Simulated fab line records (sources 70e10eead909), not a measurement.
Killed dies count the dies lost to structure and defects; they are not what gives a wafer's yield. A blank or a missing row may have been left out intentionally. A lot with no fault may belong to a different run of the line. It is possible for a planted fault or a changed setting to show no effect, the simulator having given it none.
Matching of chambers	flow nandHarc	NHARC_A_STAIRCASE_CMP_152 on cmp-01: 4 sister chambers
The step polishes. 4 wafers are shown with their chamber, then 11 later ones without.

== WAFERS, EACH WITH ITS CHAMBER ==
wafer	chamber	motorCurrentA (A)
L087.5	2	12.8
L089.1	1	12.0
L089.3	3	11.6
L094.2	0	11.5

== WAFERS WITHOUT THEIR CHAMBER ==
wafer	motorCurrentA (A)
L094.3	11.8
L094.6	11.8
L092.1	12.3
L092.2	10.8
L092.4	11.9
L093.3	12.1
L093.5	11.6
L093.6	11.6
L097.1	11.8
L097.2	12.6
L097.4	12.1

== WHICH CHAMBER EACH ONE RAN IN ==
wafer	from the rows above	in truth
L094.3	can't be placed: 1 or 3 or 0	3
L094.6	can't be placed: 1 or 3 or 0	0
L092.1	can't be placed: 1 or 2 or 3 or 0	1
L092.2	can't be placed: 0 or 3 or 1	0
L092.4	can't be placed: 1 or 3 or 0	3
L093.3	can't be placed: 1 or 3 or 0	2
L093.5	can't be placed: 3 or 0 or 1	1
L093.6	can't be placed: 3 or 0 or 1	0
L097.1	can't be placed: 1 or 3 or 0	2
L097.2	can't be placed: 2 or 1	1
L097.4	can't be placed: 1 or 3 or 0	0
Placed correctly: 0 of 11. These rows do not allow placing 11 (true chamber among the candidates in 9). Wrongly placed: 0.
How it was worked out, from the rows above alone: a wafer's distance from a chamber is the root of the sum, over the readings, of the square of ((its reading less the chamber's mean) divided by the reading's scatter). If the next closest chamber is less than 2 further off than the closest, the wafer can't be placed; otherwise it belongs to the closest. A chamber's mean is the mean of its shown wafers. The scatter (one wafer shown for each chamber): square how far every hidden wafer sits from the nearest shown wafer, average those squares and take the square root.
